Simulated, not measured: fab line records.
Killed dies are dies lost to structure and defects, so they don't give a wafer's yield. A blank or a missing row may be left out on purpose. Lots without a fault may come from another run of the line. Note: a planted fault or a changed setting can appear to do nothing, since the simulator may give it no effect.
Chamber matching -- flow n5 finfet -- N5_BEOL_M10_STRIP_19 on rie diel-05: 4 sister chambers
The step strips in O2. 8 wafers are shown with their chamber, then 7 later ones without.

== EACH WAFER AND ITS CHAMBER ==
wafer,chamber,showerhead plenum p Torr (Torr),oes product au (a.u.)
L084.3,2,2.14,0.68
L084.5,1,2.06,0.92
L084.6,0,2.21,0.82
L086.1,0,2.21,0.82
L086.2,2,2.14,0.68
L086.3,3,2.08,0.68
L092.2,1,2.05,0.86
L092.3,3,2.08,0.98

== WAFERS MISSING THEIR CHAMBER ==
wafer,showerhead plenum p Torr (Torr),oes product au (a.u.)
L092.4,2.05,0.86
L094.1,2.08,0.96
L094.2,2.20,0.79
L094.4,2.05,0.86
L093.1,2.05,0.85
L093.2,2.20,0.80
L093.4,2.05,0.87

== EACH ONE'S CHAMBER ==
wafer,from the rows above,in truth
L092.4,1,1
L094.1,3,3
L094.2,0,0
L094.4,1,1
L093.1,1,1
L093.2,0,0
L093.4,1,1
Correct placement for 7 of the 7. Not placeable from these rows: 0. 0 placed wrongly.
How it was worked out, from the rows above alone: a wafer's distance from a chamber is the root of the sum, over the readings, of the square of ((its reading less the chamber's mean) divided by the reading's scatter). The wafer belongs to the nearest chamber; if the next one is less than 2 further off, it can't be placed. For every chamber, the mean is computed from those of its wafers that are shown. How the scatter is found: for the shown wafers, subtract from each reading the mean of its chamber, square and add these, divide the total by (wafers less chambers), then take the root.
